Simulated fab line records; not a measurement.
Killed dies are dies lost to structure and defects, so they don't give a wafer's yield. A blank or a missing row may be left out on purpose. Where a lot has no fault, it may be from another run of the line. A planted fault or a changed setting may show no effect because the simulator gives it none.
One fault seen from 2 desks -- flow nand_harc -- every desk sees just its own numbers, and what lay behind them comes last

## AT THE TOOL OWNER'S DESK: pecvd-04
The tool's own readings at NHARC_A_CHANNEL_HOLE_D1_DEP_01 (deposits SiON, target thk 140 nm): means of the sampled wafers that have a number, for each lot that ran on this tool. A lot is out of limits, marked OUT, if its mean lies more than 4 standard deviations from the usual mean; the brackets give that distance.
Columns: A = heater_power_w at NHARC_A_CHANNEL_HOLE_D1_DEP_01, usual 742 W; B = rf_fwd_power_W at NHARC_A_CHANNEL_HOLE_D1_DEP_01, usual 348.4 W
lot,first seen here,A,B
L286,day 8 14:54,672,349.1
L287,day 8 16:17,847,348.8
L288,day 8 16:45,753,348.8
L296,day 11 09:50,731,350.1
L306,day 13 11:35,728,311.8 (-30) OUT
L305,day 13 15:31,746,330.0 (-15) OUT
Finding of this desk: L305, L306 out of limits; the first was L306 at day 13 11:35, on rf_fwd_power_W at NHARC_A_CHANNEL_HOLE_D1_DEP_01. L286, L287, L288, L296: within limits.

## FROM THE METROLOGY DESK
Means of the sampled wafers that have a number, per lot and without regard to the tool the lot ran on: this is what the gauges read. A lot is out of limits, marked OUT, if its mean lies more than 4 standard deviations from the usual mean; the brackets give that distance.
Columns: A = cd_nm at NHARC_A_ZERO_WELL_CD_MEAS_10, usual 1998.4 nm
lot,first seen here,A
L285,day 6 08:22,1996.9
L286,day 6 21:58,1997.8
L287,day 6 22:28,2000.0
L288,day 6 23:32,1998.9
L290,day 7 10:11,1998.7
L292,day 8 04:30,1996.1
L294,day 9 06:26,1997.7
L296,day 9 14:58,2000.2
L295,day 9 19:52,1995.4
L306,day 11 21:37,1999.1
L305,day 11 22:17,1997.9
L308,day 12 00:23,1999.6
Finding of this desk: none of the 12 lots has anything out of limits.

## ALL TOGETHER
The tool owner's desk had the chance to raise an alarm at day 13 11:35 on L305, L306.
From the metrology desk's view, nothing was out of limits.
The metrology desk has L305, L306 on record, within its limits.
Every lot named ran NHARC_A_CHANNEL_HOLE_D1_DEP_01 on pecvd-04.

## WHAT HAD BEEN PUT IN BY THE SIMULATOR
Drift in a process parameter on pecvd-04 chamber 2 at NHARC_A_CHANNEL_HOLE_D1_DEP_01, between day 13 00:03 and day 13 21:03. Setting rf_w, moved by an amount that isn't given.
Struck lots among those shown: L305, L306.
How many hours passed from the start of the fault until each desk's first out-of-limits reading: the tool owner's desk, 12.
